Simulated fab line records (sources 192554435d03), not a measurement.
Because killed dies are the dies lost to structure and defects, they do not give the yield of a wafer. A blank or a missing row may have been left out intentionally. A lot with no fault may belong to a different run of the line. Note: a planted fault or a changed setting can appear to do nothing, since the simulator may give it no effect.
Which of the tools did it? / flow n5 finfet / 27 wafers from 9 lots sampled at 6 of the route's 1938 steps

== WHAT THE GAUGES READ, wafer by wafer ==
N5_WELL_APT_CD_MEAS_08 targets a cd of 200 nm. Usual: cd nm reads 199.5 nm (standard deviation 1.4).
lot=L609; measured=day 1 19:41; on=cd sem-03; cd nm (nm)=199.6 198.3 198.6; flag=
lot=L610; measured=day 2 01:44; on=cd sem-01; cd nm (nm)=199.5 200.2 200.0; flag=
lot=L611; measured=day 2 07:41; on=cd sem-03; cd nm (nm)=200.4 198.2 196.9; flag=
lot=L617; measured=day 3 19:41; on=cd sem-02; cd nm (nm)=196.6 197.3 198.8; flag=
lot=L619; measured=day 4 07:34; on=cd sem-03; cd nm (nm)=191.4 193.7 192.7; flag=OFF
lot=L620; measured=day 4 13:41; on=cd sem-01; cd nm (nm)=193.2 193.4 194.1; flag=OFF
lot=L627; measured=day 6 07:50; on=cd sem-01; cd nm (nm)=198.4 199.3 199.9; flag=
lot=L629; measured=day 6 19:41; on=cd sem-03; cd nm (nm)=199.4 200.9 200.4; flag=
lot=L631; measured=day 7 08:14; on=cd sem-02; cd nm (nm)=200.2 199.7 197.0; flag=

N5_BEOL_M4_RC_MEAS_101. Usual: DIBL_N 36.0 mV/V, standard deviation 1.9; DIBL_P 36.0 mV/V, standard deviation 2.1; IOFF_N 0.155 nA/um, standard deviation 0.029; IOFF_P 0.20 nA/um, standard deviation 0.032; ION_N 672 uA/um, standard deviation 11; ION_P 461 uA/um, standard deviation 6.9; SS_N 71.5 mV/dec, standard deviation 0.58; SS_P 73.2 mV/dec, standard deviation 0.64; VT_N 250.4 mV, standard deviation 2.9; VT_P -251.0 mV, standard deviation 2.8.
lot=L609; measured=day 8 17:25; on=prober-02; DIBL_N (mV/V)=36.5 34.5 34.4; DIBL_P (mV/V)=35.3 33.6 33.3; IOFF_N (nA/um)=0.129 0.114 0.112; IOFF_P (nA/um)=0.19 0.18 0.17; ION_N (uA/um)=654 672 666; ION_P (uA/um)=452 470 462; SS_N (mV/dec)=71.4 71.0 70.8; SS_P (mV/dec)=73.9 72.9 72.3; VT_N (mV)=254.5 254.6 254.9; VT_P (mV)=-251.4 -251.4 -253.8; flag=
lot=L610; measured=day 8 19:13; on=prober-01; DIBL_N (mV/V)=34.9 35.2 36.4; DIBL_P (mV/V)=34.6 35.3 35.9; IOFF_N (nA/um)=0.145 0.160 0.168; IOFF_P (nA/um)=0.22 0.22 0.22; ION_N (uA/um)=661 670 669; ION_P (uA/um)=457 462 460; SS_N (mV/dec)=71.4 71.6 72.3; SS_P (mV/dec)=72.4 73.1 72.6; VT_N (mV)=249.4 245.6 247.4; VT_P (mV)=-248.6 -248.3 -250.0; flag=
lot=L611; measured=day 8 19:07; on=prober-02; DIBL_N (mV/V)=38.1 39.6 39.5; DIBL_P (mV/V)=39.4 40.4 39.7; IOFF_N (nA/um)=0.192 0.218 0.213; IOFF_P (nA/um)=0.26 0.27 0.27; ION_N (uA/um)=696 682 705; ION_P (uA/um)=475 466 478; SS_N (mV/dec)=71.6 72.0 71.0; SS_P (mV/dec)=74.1 73.4 73.7; VT_N (mV)=247.3 244.8 247.4; VT_P (mV)=-244.9 -248.1 -247.3; flag=
lot=L617; measured=day 11 00:58; on=prober-01; DIBL_N (mV/V)=36.0 35.7 34.6; DIBL_P (mV/V)=37.2 36.8 35.8; IOFF_N (nA/um)=0.153 0.155 0.135; IOFF_P (nA/um)=0.21 0.22 0.20; ION_N (uA/um)=688 672 665; ION_P (uA/um)=469 467 466; SS_N (mV/dec)=70.9 71.1 71.5; SS_P (mV/dec)=74.1 73.8 73.6; VT_N (mV)=249.2 250.3 251.7; VT_P (mV)=-248.9 -250.4 -249.1; flag=
lot=L619; measured=day 10 21:57; on=prober-01; DIBL_N (mV/V)=35.5 37.3 35.1; DIBL_P (mV/V)=34.8 36.5 34.4; IOFF_N (nA/um)=0.148 0.174 0.130; IOFF_P (nA/um)=0.20 0.22 0.19; ION_N (uA/um)=677 681 656; ION_P (uA/um)=465 468 456; SS_N (mV/dec)=71.8 71.6 71.6; SS_P (mV/dec)=72.5 73.5 72.4; VT_N (mV)=250.3 250.7 255.0; VT_P (mV)=-251.6 -251.2 -252.9; flag=
lot=L620; measured=day 11 09:58; on=prober-01; DIBL_N (mV/V)=34.1 38.1 35.3; DIBL_P (mV/V)=33.6 39.0 34.9; IOFF_N (nA/um)=0.122 0.217 0.142; IOFF_P (nA/um)=0.16 0.26 0.18; ION_N (uA/um)=657 684 673; ION_P (uA/um)=462 466 459; SS_N (mV/dec)=71.4 72.7 71.2; SS_P (mV/dec)=72.6 74.0 73.4; VT_N (mV)=252.1 243.7 248.6; VT_P (mV)=-255.5 -250.7 -252.9; flag=
lot=L627; measured=day 13 00:13; on=prober-02; DIBL_N (mV/V)=35.1 32.9 35.1; DIBL_P (mV/V)=36.4 34.1 37.0; IOFF_N (nA/um)=0.144 0.119 0.155; IOFF_P (nA/um)=0.21 0.18 0.22; ION_N (uA/um)=677 654 681; ION_P (uA/um)=467 453 469; SS_N (mV/dec)=70.6 70.8 71.7; SS_P (mV/dec)=73.3 72.2 73.2; VT_N (mV)=249.4 250.0 247.5; VT_P (mV)=-251.5 -251.7 -249.1; flag=
lot=L629; measured=day 14 00:02; on=prober-02; DIBL_N (mV/V)=33.6 32.7 34.6; DIBL_P (mV/V)=33.1 32.2 33.9; IOFF_N (nA/um)=0.130 0.124 0.132; IOFF_P (nA/um)=0.18 0.17 0.19; ION_N (uA/um)=675 673 656; ION_P (uA/um)=467 464 457; SS_N (mV/dec)=71.5 70.7 70.9; SS_P (mV/dec)=72.1 72.4 72.7; VT_N (mV)=250.5 255.6 253.0; VT_P (mV)=-250.3 -251.7 -251.1; flag=
lot=L631; measured=day 13 23:31; on=prober-01; DIBL_N (mV/V)=37.5 35.8 38.0; DIBL_P (mV/V)=36.0 34.7 36.4; IOFF_N (nA/um)=0.179 0.147 0.173; IOFF_P (nA/um)=0.23 0.20 0.24; ION_N (uA/um)=672 678 657; ION_P (uA/um)=465 460 450; SS_N (mV/dec)=71.6 71.1 71.5; SS_P (mV/dec)=73.9 72.9 73.8; VT_N (mV)=248.6 251.6 248.6; VT_P (mV)=-246.8 -250.3 -252.1; flag=

== WHICH TOOL RAN EACH LOT (tool, then ch and the chambers of the sampled wafers, then the start) ==
lot=L609; N5_ZERO_LAYER_ETCH_17=rie diel-04 ch 1,2, day 1 18:44; N5_WELL_APT_PEB_06=litho track-04 ch 0, day 1 19:35; N5_WELL_APT_EPI_41=epi rpcvd-04 ch 0, day 1 22:04; N5_PMOS_HMC_CHANNEL_EPI_HM_DEP_34=pecvd-03 ch 0,1,2, day 1 22:38
lot=L610; N5_ZERO_LAYER_ETCH_17=rie diel-05 ch 3, day 2 00:44; N5_WELL_APT_PEB_06=litho track-04 ch 0, day 2 01:37; N5_WELL_APT_EPI_41=epi rpcvd-04 ch 0, day 2 04:26; N5_PMOS_HMC_CHANNEL_EPI_HM_DEP_34=pecvd-02 ch 0,1, day 2 05:01
lot=L611; N5_ZERO_LAYER_ETCH_17=rie diel-05 ch 0,1, day 2 06:50; N5_WELL_APT_PEB_06=litho track-01 ch 0, day 2 07:34; N5_WELL_APT_EPI_41=epi rpcvd-04 ch 0, day 2 10:12; N5_PMOS_HMC_CHANNEL_EPI_HM_DEP_34=pecvd-03 ch 0,1, day 2 10:52
lot=L617; N5_ZERO_LAYER_ETCH_17=rie diel-04 ch 0,2,3, day 3 18:43; N5_WELL_APT_PEB_06=litho track-01 ch 0, day 3 19:34; N5_WELL_APT_EPI_41=epi rpcvd-03 ch 0, day 3 22:14; N5_PMOS_HMC_CHANNEL_EPI_HM_DEP_34=pecvd-02 ch 0,2, day 3 22:54
lot=L619; N5_ZERO_LAYER_ETCH_17=rie diel-01 ch 2,3, day 4 06:43; N5_WELL_APT_PEB_06=litho track-04 ch 0, day 4 07:26; N5_WELL_APT_EPI_41=epi rpcvd-04 ch 0, day 4 10:12; N5_PMOS_HMC_CHANNEL_EPI_HM_DEP_34=pecvd-01 ch 0,1,2, day 4 11:05
lot=L620; N5_ZERO_LAYER_ETCH_17=rie diel-01 ch 1,2, day 4 12:50; N5_WELL_APT_PEB_06=litho track-04 ch 0, day 4 13:34; N5_WELL_APT_EPI_41=epi rpcvd-03 ch 0, day 4 16:26; N5_PMOS_HMC_CHANNEL_EPI_HM_DEP_34=pecvd-01 ch 0,1, day 4 16:54
lot=L627; N5_ZERO_LAYER_ETCH_17=rie diel-05 ch 1,2,3, day 6 06:50; N5_WELL_APT_PEB_06=litho track-01 ch 0, day 6 07:43; N5_WELL_APT_EPI_41=epi rpcvd-01 ch 0, day 6 10:34; N5_PMOS_HMC_CHANNEL_EPI_HM_DEP_34=pecvd-03 ch 0,1, day 6 11:08
lot=L629; N5_ZERO_LAYER_ETCH_17=rie diel-05 ch 0,1,2, day 6 18:43; N5_WELL_APT_PEB_06=litho track-01 ch 0, day 6 19:35; N5_WELL_APT_EPI_41=epi rpcvd-01 ch 0, day 6 22:21; N5_PMOS_HMC_CHANNEL_EPI_HM_DEP_34=pecvd-03 ch 0,2, day 6 22:56
lot=L631; N5_ZERO_LAYER_ETCH_17=rie diel-01 ch 0,2,3, day 7 07:16; N5_WELL_APT_PEB_06=litho track-03 ch 0, day 7 08:07; N5_WELL_APT_EPI_41=epi rpcvd-03 ch 0, day 7 10:40; N5_PMOS_HMC_CHANNEL_EPI_HM_DEP_34=pecvd-01 ch 0,1,2, day 7 11:15
- N5_ZERO_LAYER_ETCH_17: etches SiO2 in CF4, target depth 12 nm, time 13.3 s.
- N5_WELL_APT_PEB_06: peb time 90 s.
- N5_WELL_APT_EPI_41: deposits Si from SiH4/H2, target thk 50 nm, time 297.7 s.
- N5_PMOS_HMC_CHANNEL_EPI_HM_DEP_34: deposits SiO2 from TEOS/O2, target thk 36 nm, time 6.9 s.

== WHAT THE TOOLS THEMSELVES READ (means of the sampled wafers that have a number; where no wafer has one, the mark that the record gives instead) ==
N5_ZERO_LAYER_ETCH_17. Usual: chamber pressure mTorr 39.99 mTorr, standard deviation 0.038; drypump motor current A 5.6 A, standard deviation 0.32; oes product au 0.75 a.u., standard deviation 0.076; rf vpp V 950 V, standard deviation 3.6; showerhead plenum p Torr 2.16 Torr, standard deviation 0.06; throttle valve pct 15.67 %, standard deviation 0.24.
lot=L609; tool=rie diel-04; chamber pressure mTorr (mTorr)=39.99; drypump motor current A (A)=6.2; oes product au (a.u.)=0.71; rf vpp V (V)=949; showerhead plenum p Torr (Torr)=2.14; throttle valve pct (%)=15.60; flag=
lot=L610; tool=rie diel-05; chamber pressure mTorr (mTorr)=39.98; drypump motor current A (A)=5.6; oes product au (a.u.)=0.71; rf vpp V (V)=949; showerhead plenum p Torr (Torr)=2.14; throttle valve pct (%)=15.71; flag=
lot=L611; tool=rie diel-05; chamber pressure mTorr (mTorr)=39.96; drypump motor current A (A)=5.3; oes product au (a.u.)=0.77; rf vpp V (V)=948; showerhead plenum p Torr (Torr)=2.12; throttle valve pct (%)=15.54; flag=
lot=L617; tool=rie diel-04; chamber pressure mTorr (mTorr)=39.97; drypump motor current A (A)=5.9; oes product au (a.u.)=0.70; rf vpp V (V)=950; showerhead plenum p Torr (Torr)=2.18; throttle valve pct (%)=15.73; flag=
lot=L619; tool=rie diel-01; chamber pressure mTorr (mTorr)=39.99; drypump motor current A (A)=5.5; oes product au (a.u.)=0.72; rf vpp V (V)=947; showerhead plenum p Torr (Torr)=2.10; throttle valve pct (%)=15.85; flag=
lot=L620; tool=rie diel-01; chamber pressure mTorr (mTorr)=40.00; drypump motor current A (A)=5.5; oes product au (a.u.)=0.75; rf vpp V (V)=949; showerhead plenum p Torr (Torr)=2.13; throttle valve pct (%)=15.76; flag=
lot=L627; tool=rie diel-05; chamber pressure mTorr (mTorr)=40.03; drypump motor current A (A)=5.5; oes product au (a.u.)=0.72; rf vpp V (V)=948; showerhead plenum p Torr (Torr)=2.14; throttle valve pct (%)=15.62; flag=
lot=L629; tool=rie diel-05; chamber pressure mTorr (mTorr)=39.99; drypump motor current A (A)=5.5; oes product au (a.u.)=0.81; rf vpp V (V)=951; showerhead plenum p Torr (Torr)=2.18; throttle valve pct (%)=15.53; flag=
lot=L631; tool=rie diel-01; chamber pressure mTorr (mTorr)=40.00; drypump motor current A (A)=5.4; oes product au (a.u.)=0.76; rf vpp V (V)=947; showerhead plenum p Torr (Torr)=2.11; throttle valve pct (%)=15.71; flag=

N5_WELL_APT_PEB_06. Usual: heater power total W 172.5 W, standard deviation 0.73; plate temp C 129.99 C, standard deviation 0.13.
lot=L609; tool=litho track-04; heater power total W (W)=172.2; plate temp C (C)=129.93; flag=
lot=L610; tool=litho track-04; heater power total W (W)=172.4; plate temp C (C)=130.09; flag=
lot=L611; tool=litho track-01; heater power total W (W)=172.9; plate temp C (C)=129.98; flag=
lot=L617; tool=litho track-01; heater power total W (W)=172.7; plate temp C (C)=129.96; flag=
lot=L619; tool=litho track-04; heater power total W (W)=169.7; plate temp C (C)=128.31; flag=OFF
lot=L620; tool=litho track-04; heater power total W (W)=169.9; plate temp C (C)=128.31; flag=OFF
lot=L627; tool=litho track-01; heater power total W (W)=172.8; plate temp C (C)=129.95; flag=
lot=L629; tool=litho track-01; heater power total W (W)=172.8; plate temp C (C)=130.14; flag=
lot=L631; tool=litho track-03; heater power total W (W)=172.5; plate temp C (C)=129.92; flag=

N5_WELL_APT_EPI_41. Usual: throttle valve pct reads 11.45 % (standard deviation 0.16).
lot=L609; tool=epi rpcvd-04; throttle valve pct (%)=11.46; flag=
lot=L610; tool=epi rpcvd-04; throttle valve pct (%)=11.43; flag=
lot=L611; tool=epi rpcvd-04; throttle valve pct (%)=11.39; flag=
lot=L617; tool=epi rpcvd-03; throttle valve pct (%)=11.41; flag=
lot=L619; tool=epi rpcvd-04; throttle valve pct (%)=11.33; flag=
lot=L620; tool=epi rpcvd-03; throttle valve pct (%)=11.41; flag=
lot=L627; tool=epi rpcvd-01; throttle valve pct (%)=11.54; flag=
lot=L629; tool=epi rpcvd-01; throttle valve pct (%)=11.55; flag=
lot=L631; tool=epi rpcvd-03; throttle valve pct (%)=11.38; flag=

N5_PMOS_HMC_CHANNEL_EPI_HM_DEP_34. Usual: heater power w 618 W, standard deviation 110; showerhead plenum p Torr 8.36 Torr, standard deviation 0.035; throttle valve pct 18.2 %, standard deviation 0.88.
lot=L609; tool=pecvd-03; heater power w (W)=591; showerhead plenum p Torr (Torr)=8.37; throttle valve pct (%)=17.8; flag=
lot=L610; tool=pecvd-02; heater power w (W)=666; showerhead plenum p Torr (Torr)=8.36; throttle valve pct (%)=18.4; flag=
lot=L611; tool=pecvd-03; heater power w (W)=493; showerhead plenum p Torr (Torr)=8.36; throttle valve pct (%)=18.5; flag=
lot=L617; tool=pecvd-02; heater power w (W)=648; showerhead plenum p Torr (Torr)=8.35; throttle valve pct (%)=17.1; flag=
lot=L619; tool=pecvd-01; heater power w (W)=647; showerhead plenum p Torr (Torr)=8.36; throttle valve pct (%)=18.6; flag=
lot=L620; tool=pecvd-01; heater power w (W)=632; showerhead plenum p Torr (Torr)=8.39; throttle valve pct (%)=18.1; flag=
lot=L627; tool=pecvd-03; heater power w (W)=454; showerhead plenum p Torr (Torr)=8.37; throttle valve pct (%)=18.7; flag=
lot=L629; tool=pecvd-03; heater power w (W)=642; showerhead plenum p Torr (Torr)=8.41; throttle valve pct (%)=17.3; flag=
lot=L631; tool=pecvd-01; heater power w (W)=607; showerhead plenum p Torr (Torr)=8.34; throttle valve pct (%)=18.6; flag=

== THE ANSWER, worked out from the rows above alone ==
Rule: take the mean of a lot's wafers that have a number; if it is more than 3 standard deviations from the usual mean, the lot is off. Also off: a lot with no number at a reading for which 4 or more lots have one. The other lots that the step has rows for count as sound. After the gauges, taken in route order, come the tools' own readings; for these a lot's mean is taken, as printed above. At the first step where some lot is off, the reading lying furthest off is the one used; lots without a number count as furthest.
Off, at N5_WELL_APT_CD_MEAS_08 on cd nm: L619, L620.
If a tool, at a process step before that reading, ran all the lots that are off and no sound lot after the first of them, it fits. Not tried: the gauges at N5_WELL_APT_CD_MEAS_08; whatever is off there is also off at N5_WELL_APT_PEB_06, on other tools, and gauge error can't account for it. One fits: N5_WELL_APT_PEB_06 on litho track-04. A fault onset in the window from L610 (day 2 01:37, its last sound lot) to L619 (day 4 07:26, its first lot off) fits.
The tool's own readings at N5_WELL_APT_PEB_06 bear it out: on the lots that are off they differ by more than 5 times the standard deviation of the sound lots' means. heater power total W reads 169.8 W there against 172.6 W on the sound lots; plate temp C reads 128.31 C there against 130.00 C on the sound lots.

== WHAT HAD BEEN PUT IN BY THE SIMULATOR ==
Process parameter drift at N5_WELL_APT_PEB_06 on litho track-04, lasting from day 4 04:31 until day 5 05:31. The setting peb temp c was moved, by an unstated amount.
Lots struck among those shown: L619, L620. The rule above found the same.
